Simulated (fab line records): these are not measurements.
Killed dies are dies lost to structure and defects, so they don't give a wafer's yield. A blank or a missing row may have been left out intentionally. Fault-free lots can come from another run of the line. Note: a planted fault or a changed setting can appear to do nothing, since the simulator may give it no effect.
Matching of chambers || flow n5_finfet || rie_diel-05 running N5_BEOL_M9_STRIP_19: 4 sister chambers
The step strips in O2. 8 wafers are shown with their chamber, then 8 later ones without.

EACH WAFER AND ITS CHAMBER
{"wafer": "L075.6", "chamber": 0, "drypump_motor_current_A (A)": 5.7, "showerhead_plenum_p_Torr (Torr)": 2.20}
{"wafer": "L086.4", "chamber": 1, "drypump_motor_current_A (A)": 5.8, "showerhead_plenum_p_Torr (Torr)": 2.00}
{"wafer": "L086.6", "chamber": 0, "drypump_motor_current_A (A)": 5.7, "showerhead_plenum_p_Torr (Torr)": 2.19}
{"wafer": "L088.5", "chamber": 3, "drypump_motor_current_A (A)": 6.3, "showerhead_plenum_p_Torr (Torr)": 2.10}
{"wafer": "L089.3", "chamber": 2, "drypump_motor_current_A (A)": 5.2, "showerhead_plenum_p_Torr (Torr)": 2.07}
{"wafer": "L089.4", "chamber": 2, "drypump_motor_current_A (A)": 5.2, "showerhead_plenum_p_Torr (Torr)": 2.07}
{"wafer": "L089.5", "chamber": 3, "drypump_motor_current_A (A)": 6.2, "showerhead_plenum_p_Torr (Torr)": 2.10}
{"wafer": "L093.1", "chamber": 1, "drypump_motor_current_A (A)": 5.8, "showerhead_plenum_p_Torr (Torr)": 1.99}

WAFERS WHOSE CHAMBER IS MISSING
{"wafer": "L093.2", "drypump_motor_current_A (A)": 6.3, "showerhead_plenum_p_Torr (Torr)": 2.10}
{"wafer": "L093.3", "drypump_motor_current_A (A)": 5.7, "showerhead_plenum_p_Torr (Torr)": 2.19}
{"wafer": "L093.4", "drypump_motor_current_A (A)": 5.2, "showerhead_plenum_p_Torr (Torr)": 2.07}
{"wafer": "L093.5", "drypump_motor_current_A (A)": 5.7, "showerhead_plenum_p_Torr (Torr)": 2.19}
{"wafer": "L093.6", "drypump_motor_current_A (A)": 5.8, "showerhead_plenum_p_Torr (Torr)": 1.99}
{"wafer": "L095.4", "drypump_motor_current_A (A)": 6.3, "showerhead_plenum_p_Torr (Torr)": 2.09}
{"wafer": "L095.5", "drypump_motor_current_A (A)": 5.8, "showerhead_plenum_p_Torr (Torr)": 1.99}
{"wafer": "L095.6", "drypump_motor_current_A (A)": 5.2, "showerhead_plenum_p_Torr (Torr)": 2.07}

THE CHAMBER EACH PASSED THROUGH
{"wafer": "L093.2", "from the rows above": 3, "in truth": 3}
{"wafer": "L093.3", "from the rows above": 0, "in truth": 0}
{"wafer": "L093.4", "from the rows above": 2, "in truth": 2}
{"wafer": "L093.5", "from the rows above": 0, "in truth": 0}
{"wafer": "L093.6", "from the rows above": 1, "in truth": 1}
{"wafer": "L095.4", "from the rows above": 3, "in truth": 3}
{"wafer": "L095.5", "from the rows above": 1, "in truth": 1}
{"wafer": "L095.6", "from the rows above": 2, "in truth": 2}
8 of 8 placed correctly. From these rows, 0 cannot be placed. Wrongly placed: 0.
How it was worked out, from the rows above alone: a wafer's distance from a chamber is the root of the sum, over the readings, of the square of ((its reading less the chamber's mean) divided by the reading's scatter). The wafer belongs to the nearest chamber; if the next one is less than 2 further off, it can't be placed. For every chamber, the mean is computed from those of its wafers that are shown. The scatter: the root of (the sum of the squares of (reading less its chamber's mean) over the shown wafers, divided by (wafers less chambers)).
